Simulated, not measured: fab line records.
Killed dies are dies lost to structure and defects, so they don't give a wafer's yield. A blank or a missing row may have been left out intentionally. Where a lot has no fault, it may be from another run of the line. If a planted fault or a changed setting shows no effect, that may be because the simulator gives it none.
Matching of chambers ; flow nand_harc ; 4 sister chambers for NHARC_A_STAIRCASE_DESCUM_186 on rie_diel-02
The step chemistry O2, time 3 s. 16 wafers are shown with their chamber, then 8 later ones without.

WAFERS, EACH WITH ITS CHAMBER
wafer;chamber;drypump_motor_current_A (A);showerhead_plenum_p_Torr (Torr);rf_vpp_V (V)
L080.3;1;5.8;1.90;56.8
L080.4;2;6.2;2.01;58.5
L080.5;1;5.8;1.90;57.8
L079.2;0;5.6;2.03;59.2
L079.5;0;5.6;2.03;59.6
L079.6;1;5.8;1.90;59.0
L078.1;1;5.9;1.90;57.8
L078.2;3;4.9;1.90;57.6
L078.3;2;6.2;2.01;57.6
L082.2;3;4.9;1.89;58.0
L082.3;1;5.8;1.89;58.9
L082.4;2;6.2;2.00;58.7
L083.1;3;5.0;1.90;58.3
L083.2;1;5.8;1.89;56.1
L083.6;1;5.8;1.89;58.3
L092.1;1;5.8;1.89;58.2

SIGNATURES, as means of the wafers listed above
reading;chamber 0;chamber 1;chamber 2;chamber 3;scatter within a chamber
drypump_motor_current_A;5.600;5.812;6.200;4.933;0.0358
showerhead_plenum_p_Torr;2.0300;1.8950;2.0067;1.8967;0.00527
rf_vpp_V;59.400;57.862;58.267;57.967;0.813
Rule: for each reading, subtract the chamber's mean from the wafer's reading, divide by that reading's scatter and square the result; add these up over the readings and take the root, which gives the wafer's distance from the chamber. The wafer belongs to the nearest chamber; if the next one is less than 2 further off, it can't be placed. The scatter: the root of (the sum of the squares of (reading less its chamber's mean) over the shown wafers, divided by (wafers less chambers)).

WAFERS MISSING THEIR CHAMBER
wafer;drypump_motor_current_A (A);showerhead_plenum_p_Torr (Torr);rf_vpp_V (V)
L092.3;4.9;1.89;56.2
L092.6;6.2;2.00;58.5
L096.2;5.8;1.89;57.2
L096.3;5.6;2.02;58.3
L096.4;5.6;2.01;58.1
L097.1;5.8;1.88;58.1
L097.2;6.2;1.99;57.3
L097.4;4.9;1.88;57.7

EACH ONE'S CHAMBER
wafer;from the rows above;in truth
L092.3;3;3
L092.6;2;2
L096.2;1;1
L096.3;0;0
L096.4;0;0
L097.1;1;1
L097.2;2;2
L097.4;3;3
Placed correctly: 8 of 8. From these rows, 0 cannot be placed. 0 placed wrongly.
